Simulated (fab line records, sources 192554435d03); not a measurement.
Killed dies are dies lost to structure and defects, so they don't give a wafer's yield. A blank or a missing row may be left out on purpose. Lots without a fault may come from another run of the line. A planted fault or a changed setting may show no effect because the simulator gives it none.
fab line records | flow n5_finfet
record lots=6 wafers=18 last_day=17
route steps=1938 shown BEOL_M1@798 PASSIVATION@1936
lots that met no fault: from a run of the same line without faults
start_h: hours from the record's first day to the start of the lot's first wafer shown | wait_h: hours since the lot's step before | " the same as in the row above | L1.1+2: a row that stands for several wafers | - no value, or no start given | * or withheld: withheld | < > ~ a bound
route shown NAME@n: a module of which the file shows steps, and the number in the route of the first | usual: mean/standard deviation of fault-free wafers | same: alike in all rows | chamber/n: place in a boat | sites: the reading at each site | _std_site: their standard deviation | _edge_site: outer sites' mean less inner sites' | radius_mm: how far each site lies from the wafer's centre | mask NAME#n: copy n | behind: the tool/chamber that last shaped the wafer | hold: why the lot was held/for how many hours/how that ended | device: the transistor (n, p or np) that didn't switch | end of line: the same wafers' tests at the end of the route | a step without rows: its recipe alone | killed: dies lost to structure and defects at the first sort, not the wafer's yield | map: a wafer's dies, x killed, . not, _ none there
set.NAME: the setting as run; set.NAME@STEP: as run at that earlier step | model.NAME: the simulator's own value behind a step, which no gauge read
lots at some steps of the route; a table a step, a row a wafer
services: from which hour (start_h, from the record's first day; less than 0 if before it) a tool's chamber was out of use, for how many hours, and why
## steps
# step N5_BEOL_M1_STRIP_83
# recipe chemistry=C4F6/O2 resist=SiARC rf_frequency_hz=6e+07
# step N5_BEOL_M1_STRIP_36
# recipe chemistry=N2/H2 power_w=450 temp_c=40 pressure_mtorr=20 rf_frequency_hz=6e+07 overash_fraction=0.3 bias_power_w=7 h2_frac=0.5 n2_flow_sccm=200 h2_flow_sccm=200
# step N5_BEOL_M1_TRENCH_ETCH_37
# recipe chemistry=C4F6/O2 target_depth_a=552.07 target=SiOC time_s=29 ion_energy_ev=250 pressure_mtorr=30 source_w=355 bias_w=185 Ar_flow_sccm=300 C4F6_flow_sccm=10 O2_flow_sccm=10
# usual C4F6_flow_sccm=9.997/0.03 chamber_pressure_mTorr=29.999/0.028 drypump_motor_current_A=5.8/0.47 oes_product_au=0.75/0.06 rf_vpp_V=668/11 showerhead_plenum_p_Torr=2.84/0.098 throttle_valve_pct=20.89/0.17
# columns lot.wafer tool chamber start_h wait_h C4F6_flow_sccm chamber_pressure_mTorr drypump_motor_current_A oes_product_au rf_hours_counter_h rf_vpp_V showerhead_plenum_p_Torr throttle_valve_pct
L992.1 rie_diel-05 3 - - 10.037 29.938 5.6 0.73 201 674 2.95 20.93
L992.5 " 3 " " 9.991 30.001 5.6 0.72 - 673 2.95 20.94
L992.6 " 0 " " 9.975 30.017 5.9 0.88 - 695 3.01 20.90
L997.2 rie_diel-05 2 - - 9.990 29.977 5.6 0.72 208 644 2.95 20.95
L997.3 " 1 " " 9.995 30.017 5.7 0.73 170 675 2.74 21.35
L997.5 " 0 " " 9.982 29.991 5.8 0.86 - 695 3.00 20.94
L999.4 rie_diel-01 2 - - 9.983 29.992 6.0 0.73 182 692 2.95 21.06
L999.5 " 0 " " 9.999 30.005 6.0 0.78 - 663 2.73 21.02
L999.6 " 1 " " 10.033 29.983 6.5 0.89 - 663 2.88 20.61
L101.1 rie_diel-02 0 - - 9.994 30.022 5.8 0.74 163 663 2.84 20.71
L101.3 " 1 " " 9.981 30.052 6.2 0.73 189 665 2.95 20.88
L101.4 " 3 " " 9.957 29.973 5.9 0.70 199 666 2.71 20.88
L113.1 rie_diel-01 0 - - 9.964 29.967 6.0 0.75 172 663 2.72 21.04
L113.4 " 1 " " 9.999 29.964 6.5 0.86 64 663 2.86 20.66
L113.6 " 3 " " 10.001 29.964 5.0 0.71 - 667 2.72 20.95
L115.1 rie_diel-02 0 - - 9.984 30.010 5.7 0.72 190 663 2.83 20.76
L115.4 " 2 " " 10.001 30.026 5.0 0.72 211 668 2.81 20.74
L115.5 " 2 " " 9.988 29.965 5.0 0.72 - 667 2.81 20.72
# step N5_BEOL_M1_ETCH_41
# recipe chemistry=CH3F/O2 target=SiCN target_depth_a=319 taper_deg=2 time_s=57.8 ion_energy_ev=120 mask_material=TiN pressure_mtorr=30 source_w=395 bias_w=75 Ar_flow_sccm=150 CH3F_flow_sccm=30 O2_flow_sccm=20
# step N5_BEOL_M1_STRIP_97
# recipe chemistry=N2/H2 time_s=10 power_w=450 temp_c=40 pressure_mtorr=20 rf_frequency_hz=6e+07 bias_power_w=7 n2_flow_sccm=200 h2_flow_sccm=200
# step N5_BEOL_M1_OCD_MEAS_38
# usual trench_depth_nm=54.8/0.94
# columns lot.wafer tool chamber start_h wait_h trench_depth_nm
L992.1 ocd-01 - 126.74 - 55.6
L992.5 " - " " 55.2
L992.6 " - " " 56.3
L997.2 ocd-02 - 165.48 - 54.2
L997.3 " - " " 53.6
L997.5 " - " " 56.5
L999.4 ocd-01 - 170.84 - 54.9
L999.5 " - " " 54.9
L999.6 " - " " 54.7
L101.1 ocd-02 - 176.96 - 56.1
L101.3 " - " " 55.3
L101.4 " - " " 53.4
L113.1 ocd-01 - 258.07 - 54.5
L113.4 " - " " 55.3
L113.6 " - " " 55.6
L115.1 ocd-01 - 268.48 - 56.4
L115.4 " - " " 55.5
L115.5 " - " " 54.7
# step N5_BEOL_M1_HM_STRIP_39
# recipe chemistry=peroxide_tin_strip material=TiN target_depth_a=250 temp_c=50 time_s=158
# step N5_BEOL_M1_SRD_40
# recipe time_s=30 temp_c=23 rinse_liquid=diw dry=ipa_marangoni
# step N5_BEOL_M1_PRECLEAN_42
# recipe chemistry=residue_remover time_s=60 temp_c=40
# step N5_BEOL_M1_SRD_43
# recipe time_s=30 temp_c=23 rinse_liquid=diw dry=ipa_marangoni
# step N5_BEOL_M1_CD_MEAS_35
# recipe target_cd_nm=18 target_cd_y_nm=21 polarity=opening
# usual cd_nm=18.1/0.37
# columns lot.wafer tool chamber start_h wait_h cd_nm
L992.1 cd_sem-02 - 126.90 0.0 18.2
L992.5 " - " " 18.2
L992.6 " - " " 18.4
L997.2 cd_sem-02 - 165.63 0.0 18.2
L997.3 " - " " 18.6
L997.5 " - " " 18.3
L999.4 cd_sem-03 - 170.99 0.0 18.3
L999.5 " - " " 18.7
L999.6 " - " " 18.0
L101.1 cd_sem-03 - 177.11 0.0 18.1
L101.3 " - " " 17.6
L101.4 " - " " 17.9
L113.1 cd_sem-01 - 258.22 0.0 18.3
L113.4 " - " " 17.5
L113.6 " - " " 17.4
L115.1 cd_sem-03 - 268.63 0.0 18.7
L115.4 " - " " 18.5
L115.5 " - " " 18.4
# step N5_BEOL_M1_DEGAS_44
# recipe ambient=vacuum temp_c=250 time_s=60
# step N5_BEOL_M1_PRE_CLEAN_45
# recipe gas=H2/He time_s=30 temp_c=250
# usual heater_power_w=332/41
# columns lot.wafer tool chamber start_h wait_h heater_power_w
L992.1 pvd_sputter-03 - 127.41 0.0 368
L992.5 " - " " 369
L992.6 " - " " 270
L997.2 pvd_sputter-01 - 166.12 0.0 287
L997.3 " - " " 319
L997.5 " - " " 318
L999.4 pvd_sputter-02 - 171.52 0.0 279
L999.5 " - " " 400
L999.6 " - " " 320
L101.1 pvd_sputter-01 - 178.91 0.0 317
L101.3 " - " " 392
L101.4 " - " " 279
L113.1 pvd_sputter-01 - 259.43 0.0 319
L113.4 " - " " 321
L113.6 " - " " 397
L115.1 pvd_sputter-02 - 268.94 0.0 289
L115.4 " - " " 384
L115.5 " - " " 319
# step N5_BEOL_M1_ALD_84
# recipe material=TaN target_thk_a=* temp_c=275 ald_precursor_family=PDMAT ald_co_reactant=NH3 pressure_torr=3 carrier_flow_sccm=1500 pulse_time_s=2 purge_time_s=3 co_reactant_purge_time_s=2 co_reactant_pulse_time_s=3 ald_cycles=30 precursor_vessel_temp_c=75 precursor_vessel_pressure_torr=26.25 precursor_vessel_carrier_sccm=1000
# step N5_BEOL_M1_SURFACE_TREAT_85
# recipe gas=Ar time_s=* ion_energy_ev=* ion_current_ma_cm2=0.5 pressure_mtorr=* ar_flow_sccm=30
# step N5_BEOL_M1_CVD_47
# recipe material=Co target_thk_a=30 temp_c=withheld precursor=CCTBA/H2 pressure_torr=30 time_s=223.8
# step N5_BEOL_M1_SPUTTER_48
# recipe material=Cu target_thk_a=45 temp_c=-20 chamber_pressure_pa=0.07 power_w=withheld time_s=8.29
# usual throttle_valve_pct=30.2/0.65
# columns lot.wafer tool chamber start_h wait_h throttle_valve_pct
L992.1 pvd_sputter-01 - 131.53 1.5 29.7
L992.5 " - " " 30.3
L992.6 " - " " 29.5
L997.2 pvd_sputter-02 - 167.12 0.3 30.4
L997.3 " - " " 31.6
L997.5 " - " " 31.5
L999.4 pvd_sputter-02 - 172.21 0.1 31.5
L999.5 " - " " 30.1
L999.6 " - " " 30.3
L101.1 pvd_sputter-03 - 179.51 0.1 29.9
L101.3 " - " " 30.2
L101.4 " - " " 31.7
L113.1 pvd_sputter-03 - 260.13 0.2 30.1
L113.4 " - " " 31.5
L113.6 " - " " 29.7
L115.1 pvd_sputter-02 - 269.86 0.1 30.2
L115.4 " - " " 30.0
L115.5 " - " " 31.2
# step N5_BEOL_M1_ANNEAL_49
# recipe temp_c=400 time_s=240 ambient=vacuum
# step N5_BEOL_M1_SPUTTER_79
# recipe material=Cu target_thk_a=45 temp_c=-20 chamber_pressure_pa=0.07 power_w=withheld time_s=8.29
# usual throttle_valve_pct=30.2/0.66
# columns lot.wafer tool chamber start_h wait_h throttle_valve_pct
L992.1 pvd_sputter-01 - 131.75 0.1 29.8
L992.5 " - " " 30.4
L992.6 " - " " 29.6
L997.2 pvd_sputter-02 - 167.34 0.1 30.2
L997.3 " - " " 31.5
L997.5 " - " " 31.3
L999.4 pvd_sputter-02 - 172.43 0.1 31.4
L999.5 " - " " 30.4
L999.6 " - " " 29.9
L101.1 pvd_sputter-03 - 179.73 0.1 30.0
L101.3 " - " " 30.1
L101.4 " - " " 31.5
L113.1 pvd_sputter-03 - 260.35 0.1 30.3
L113.4 " - " " 31.6
L113.6 " - " " 29.7
L115.1 pvd_sputter-02 - 270.08 0.1 29.9
L115.4 " - " " 29.7
L115.5 " - " " 31.6
# step N5_BEOL_M1_ANNEAL_80
# recipe temp_c=400 time_s=240 ambient=vacuum
# step N5_BEOL_M1_SPUTTER_81
# recipe material=Cu target_thk_a=45 temp_c=-20 chamber_pressure_pa=0.07 power_w=withheld time_s=8.29
# step N5_BEOL_M1_ANNEAL_82
# recipe temp_c=400 time_s=240 ambient=vacuum
# step N5_BEOL_M1_SPUTTER_86
# recipe material=Cu target_thk_a=45 temp_c=-20 chamber_pressure_pa=0.07 power_w=withheld time_s=8.29
# usual throttle_valve_pct=30.3/0.65
# columns lot.wafer tool chamber start_h wait_h throttle_valve_pct
L992.1 pvd_sputter-01 - 132.19 0.1 29.8
L992.5 " - " " 30.2
L992.6 " - " " 29.8
L997.2 pvd_sputter-02 - 167.78 0.1 30.4
L997.3 " - " " 31.3
L997.5 " - " " 31.3
L999.4 pvd_sputter-02 - 173.09 0.1 31.5
L999.5 " - " " 30.3
L999.6 " - " " 29.8
L101.1 pvd_sputter-03 - 180.17 0.1 29.5
L101.3 " - " " 30.2
L101.4 " - " " 31.8
L113.1 pvd_sputter-03 - 260.79 0.1 30.2
L113.4 " - " " 31.8
L113.6 " - " " 29.6
L115.1 pvd_sputter-02 - 270.52 0.1 30.3
L115.4 " - " " 29.7
L115.5 " - " " 31.4
# step N5_BEOL_M1_ANNEAL_87
# recipe temp_c=400 time_s=240 ambient=vacuum
# step N5_BEOL_M1_SPUTTER_88
# recipe material=Cu target_thk_a=45 temp_c=-20 chamber_pressure_pa=0.07 power_w=withheld time_s=8.29
# step N5_BEOL_M1_ANNEAL_89
# recipe temp_c=400 time_s=240 ambient=vacuum
# step N5_BEOL_M1_SPUTTER_90
# recipe material=Cu target_thk_a=45 temp_c=-20 chamber_pressure_pa=0.07 power_w=withheld time_s=8.29
# step N5_BEOL_M1_ANNEAL_91
# recipe temp_c=400 time_s=240 ambient=vacuum
# step N5_BEOL_M1_SPUTTER_92
# recipe material=Cu target_thk_a=45 temp_c=-20 chamber_pressure_pa=0.07 power_w=withheld time_s=8.29
# step N5_BEOL_M1_ANNEAL_93
# recipe temp_c=400 time_s=240 ambient=vacuum
# step N5_BEOL_M1_SPUTTER_94
# recipe material=Cu target_thk_a=45 temp_c=-20 chamber_pressure_pa=0.07 power_w=withheld time_s=8.29
# step N5_BEOL_M1_ANNEAL_95
# recipe temp_c=400 time_s=240 ambient=vacuum
# step N5_BEOL_M1_SPUTTER_96
# recipe material=Cu target_thk_a=45 temp_c=-20 chamber_pressure_pa=0.07 power_w=withheld time_s=8.29
# step N5_BEOL_M1_ECD_50
# recipe material=Cu target_thk_a=3000
# step N5_BEOL_M1_ANNEAL_51
# recipe temp_c=225 time_s=90 ambient=N2
# step N5_BEOL_M1_CMP_52
# recipe stop_on=SiOC t_overpolish_s=6.8 down_force_psi=1 platen_rpm=50 clearing_platen_down_force_psi=1.5 clearing_platen_rpm=50 post_cmp_clean=cu_alkaline target_thk_nm=40 clearing_platen_pad_velocity_m_s=0.99484 pad_velocity_m_s=0.99484
# step N5_BEOL_M1_THK_MEAS_53
# recipe thk_meas_gauge=xrf reads=Cu_of_BEOL_M1_ECD_50
# usual M1_THK=39.6/1.6
# columns lot.wafer tool chamber start_h wait_h M1_THK[nm]
L992.1 film_metro-01 - 134.60 - 36.2
L992.5 " - " " 38.7
L992.6 " - " " 38.5
L997.2 film_metro-02 - 169.67 - 37.9
L997.3 " - " " 38.1
L997.5 " - " " 37.1
L999.4 film_metro-01 - 176.32 - 40.8
L999.5 " - " " 42.8
L999.6 " - " " 39.2
L101.1 film_metro-02 - 182.06 - 38.8
L101.3 " - " " 39.5
L101.4 " - " " 40.9
L113.1 film_metro-02 - 262.74 - 38.6
L113.4 " - " " 39.7
L113.6 " - " " 38.9
L115.1 film_metro-02 - 272.40 - 40.2
L115.4 " - " " 41.2
L115.5 " - " " 39.8
# step N5_BEOL_M1_PRE_CLEAN_60
# recipe gas=NH3/H2 time_s=15 temp_c=* rf_power_w=300
# step N5_BEOL_M1_CO_CAP_55
# recipe material=Co target_thk_a=20 temp_c=200 precursor=CCTBA/H2 pressure_torr=30 time_s=102.1
# step N5_BEOL_M1_PRE_CLEAN_56
# recipe gas=NH3 time_s=15 temp_c=withheld rf_power_w=300
# step N5_BEOL_M1_DEP_57
# recipe material=SiCN target_thk_a=80 temp_c=withheld precursor=3MS/NH3 pressure_torr=3 rf_w=202 time_s=14
# usual showerhead_plenum_p_Torr=3.660/0.013 throttle_valve_pct=9.1/0.47
# columns lot.wafer tool chamber start_h wait_h showerhead_plenum_p_Torr throttle_valve_pct
L992.1 pecvd-01 2 134.84 0.0 3.655 9.0
L992.5 " 1 " " 3.664 9.3
L992.6 " 0 " " 3.658 9.7
L997.2 pecvd-03 2 169.86 0.0 3.667 8.4
L997.3 " 1 " " 3.687 9.4
L997.5 " 2 " " 3.662 8.3
L999.4 pecvd-03 0 176.56 0.0 3.645 9.4
L999.5 " 1 " " 3.683 9.3
L999.6 " 2 " " 3.667 8.5
L101.1 pecvd-03 2 182.44 0.0 3.662 8.5
L101.3 " 2 " " 3.660 8.4
L101.4 " 0 " " 3.656 9.4
L113.1 pecvd-03 1 262.93 0.0 3.679 9.5
L113.4 " 2 " " 3.666 8.5
L113.6 " 1 " " 3.683 9.4
L115.1 pecvd-02 1 272.60 0.0 3.637 10.1
L115.4 " 2 " " 3.635 9.0
L115.5 " 0 " " 3.673 8.6
# step N5_BEOL_M1_RS_MEAS_58
# recipe thk_meas_gauge=four-point-probe reads=Co_of_BEOL_M1_CO_CAP_55+Cu_of_BEOL_M1_ECD_50+Co_of_BEOL_M1_CVD_47+TaN_of_BEOL_M1_ALD_84
# usual M1_RS=0.67/0.035
# columns lot.wafer tool chamber start_h wait_h M1_RS[ohm/sq]
L992.1 film_metro-01 - 134.91 0.0 0.74
L992.5 " - " " 0.68
L992.6 " - " " 0.69
L997.2 film_metro-02 - 169.93 0.1 0.72
L997.3 " - " " 0.71
L997.5 " - " " 0.74
L999.4 film_metro-01 - 176.61 0.0 0.64
L999.5 " - " " 0.61
L999.6 " - " " 0.68
L101.1 film_metro-01 - 182.53 0.1 0.68
L101.3 " - " " 0.67
L101.4 " - " " 0.64
L113.1 film_metro-01 - 263.00 0.0 0.70
L113.4 " - " " 0.68
L113.6 " - " " 0.69
L115.1 film_metro-01 - 272.66 0.0 0.67
L115.4 " - " " 0.65
L115.5 " - " " 0.67
# step N5_PASSIVATION_PROBE_49
# usual defect_limited_yield=91.0/1.3 killed_at_M0_to_M3=36/9.5 killed_at_M4_up=14/5.6 killed_at_contacts=12/6.4 killed_at_front_end=40/10 killed_at_other=3.2/3 killed_dies=107/15 killed_open=69/12 killed_short=35/7.7 sort_bin_5_function=5.3/0.91 sort_bin_6_memory=3.3/0.65 sort_n_pass=1073/15 sort_yield_pct=91.0/1.3
# same gross_dies=1180 killed_at_back_side=0 sort_bin_4_leakage[%]=0 sort_bin_8_speed[%]=0
# columns lot.wafer tool chamber start_h wait_h defect_limited_yield[%] killed_at_M0_to_M3 killed_at_M4_up killed_at_contacts killed_at_front_end killed_at_other killed_dies killed_open killed_short sort_bin_5_function[%] sort_bin_6_memory[%] sort_n_pass sort_yield_pct[%]
L997.2 prober-02 - 310.50 0.1 80.5 178 11 4 37 0 230 50 32 12.7 2.9 950 80.5
L997.3 prober-02 - 310.55 0.1 81.9 171 10 3 27 3 214 40 29 11.4 3.0 966 81.9
L997.5 prober-02 - 310.65 0.2 81.7 165 12 2 34 3 216 41 32 11.4 3.8 964 81.7
L101.1 prober-02 - 332.97 0.5 79.9 164 12 18 41 2 237 76 29 11.9 4.7 943 79.9
L101.3 prober-02 - 333.07 0.6 80.9 170 23 9 21 2 225 54 31 11.6 4.3 955 80.9
L101.4 prober-02 - 333.12 0.7 79.7 187 11 11 30 0 239 62 35 11.9 4.7 941 79.7
# killed by level:class
L997.2 BEOL_M1:unspecified=141 BEOL_M0_SAQP:geometric_particle:open=12 BEOL_M0_SAQP:geometric_particle:short=10 FIN_SAQP:geometric_particle:open=7 HKMG_FIN:area_etch=6 FIN_SAQP:geometric_particle:short=5 DUMMY_GATE:geometric_particle:open=5 STI_FIN_REVEAL:geometric_particle:open=4
L997.3 BEOL_M1:unspecified=143 BEOL_M0_SAQP:geometric_particle:short=7 BEOL_M0_SAQP:geometric_particle:open=7 GATE_CUT:geometric_particle:short=5 BEOL_M3:geometric_particle:open=5 STARTING-WAFER:geometric_particle:short=5 FIN_SAQP:geometric_particle:open=3 MOL_CONTACT_COAG:geometric_particle:open=3
L997.5 BEOL_M1:unspecified=142 GATE_CUT:geometric_particle:short=10 BEOL_M2:geometric_particle:open=6 BEOL_M4:geometric_particle:open=6 BEOL_M3:geometric_particle:open=5 SPACER0:geometric_particle:short=4 BEOL_M1:geometric_particle:short=4 BEOL_M5:geometric_particle:open=4
L101.1 BEOL_M1:unspecified=132 FIN_SAQP:geometric_particle:open=13 MOL_CONTACT_COAG:geometric_particle:open=12 FIN_SAQP:geometric_particle:short=8 BEOL_M3:geometric_particle:open=8 MOL_CONTACT_COAG:geometric_particle:short=6 BEOL_M1:geometric_particle:open=6 BEOL_M0_SAQP:geometric_particle:open=5
L101.3 BEOL_M1:unspecified=136 BEOL_M3:geometric_particle:open=8 BEOL_M5:geometric_particle:open=7 BEOL_M0_SAQP:geometric_particle:short=6 BEOL_M0_SAQP:geometric_particle:open=6 MOL_CONTACT_COAG:geometric_particle:open=6 BEOL_M1:geometric_particle:open=6 STI_FIN_REVEAL:geometric_particle:open=4
L101.4 BEOL_M1:unspecified=140 BEOL_M3:geometric_particle:open=10 BEOL_M1:geometric_particle:open=9 MOL_CONTACT_COAG:geometric_particle:open=8 FIN_SAQP:geometric_particle:open=7 STI_FIN_REVEAL:geometric_particle:open=6 BEOL_M0_SAQP:geometric_particle:short=6 BEOL_M2:geometric_particle:open=5
# map L997.2 (x killed, . not)
_________________.........x..________________
______________..........x......x_____________
___________...x.........xx.........__________
__________.........................._________
________.x..........x.....x..........._______
_______...........................x...x______
______.........x........x............x.._____
_____.....x..................xx..xxx....x____
____x................x......xx..xxxxx.x...___
___...x..........x..x......x.xxxxxxxxxxxx..__
___....................x....xxxxxxxxxxxx..x__
__........................xxxxxxxxxxxxxxx.xx_
__...................x....xxxxxxxxxxxxxxxxx._
_.....x........x.......x..xxxxxxxxxxxxxxxxx..
_........................x..xxxxxxxxxxxxx...x
_.........................x.xxxxxxxxxxxxx....
_....x.x...x..x..............xxxxxxxxxxx.x...
_x.......x......x..............xxxxxxxxxx....
_..................x...........xx.x..xx......
_........x.x...............x.x.xxx...x...x..x
_.....................x....................x.
__..x......x..x...........x...x...x..x......_
__.......x.................................._
___............x...........................__
___.x.....................x....x.x.........__
____..x.........x......x.........x........___
_____.....xx.......x....x................____
______....x...........x................._____
_______...........x...x................______
________x..x....x.............x.x....._______
__________.................x.....x.._________
___________......................x.__________
______________..x..........x...x_____________
_________________..........xx________________
# map L101.4 (x killed, . not)
_________________...x........________________
______________x.x............x.._____________
___________........................__________
__________x.x...x....x.............._________
________............................x._______
_______.......x.......x................______
______...........................x.x...._____
_____......x.............x...x..xx.x.xxx.____
____..x..x...............x..x.xxxxxx..x...___
___..x.....x.............x.x..xxxxxxxxxx...__
___x....x.................x.x.xxxxxxxxxx.x.__
__.x.xx....................xxxxxxxxxxxxxx..._
__x...........x....x.......xxxxxxxxxxxxxxx.._
_.......x..x................xxxxxxxxxxxxxx..x
_...........x..............xxxxxxxxxxxxxxx..x
_.x..............x......x...xxxxxxxxxxxxxx...
_...x...............x.....x.xxxxxxxxxxxxxx...
_.....x...xx........xx........xx.xxxxx.....x.
_..........x........x.x.....x.x..xxx.xxx.....
_...........x..........x.....xxx.x..x..x.....
_...................xx.......................
__..........x...x..x.........x.............._
__..........................x...........x.x._
___........xx..xx......xx................x.__
___..................x.............x.......__
____............x.x...x....x..............___
_____..x...........x..x..x...............____
______.x...................x.x...x...x.._____
_______................................______
________..x.............x...x..x......_______
__________........x.......xx........_________
___________......x.......x.........__________
______________.................x_____________
_________________x...........________________
## services
# columns tool chamber start_h hours kind
pecvd-02 - 104.26 1.2 repair
pecvd-01 2 106.49 2.1 scheduled_down
rie_diel-02 1 113.71 14.4 repair
pecvd-01 - 114.27 1.3 repair
pecvd-03 1 118.82 2.1 scheduled_down
pvd_sputter-03 - 149.66 0.9 repair
rie_diel-02 1 163.00 10.2 repair
rie_diel-05 1 177.64 1.4 repair
pecvd-01 1 178.04 5.5 scheduled_down
rie_diel-01 0 181.02 4.1 repair
pecvd-03 1 181.93 7.5 repair
pecvd-01 0 212.78 2.1 scheduled_down
pecvd-03 0 215.13 5.5 scheduled_down
pecvd-02 - 226.68 1.2 repair
pvd_sputter-01 - 265.37 5.6 repair
## key
first_sign step=N5_PASSIVATION_PROBE_49 reading=killed_at_M0_to_M3 direction=up sigmas=14 usual=36 struck=172
effect step=N5_PASSIVATION_PROBE_49 reading=defect_limited_yield direction=down sigmas=7.8 usual=91.0 struck=80.8
more_kills_born_at N5_BEOL_M1_PRE_CLEAN_45@pvd_sputter-01=834
met_at N5_BEOL_M1_PRE_CLEAN_45
struck_wafers L997.2,L997.3,L997.5,L101.1,L101.3,L101.4
fault kind=chamber_particle_source tool=pvd_sputter-01 chamber=- onset_h=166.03 steps=N5_BEOL_M1_PRE_CLEAN_45 rate_per_visit_cm2=1.3584 end_h=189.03
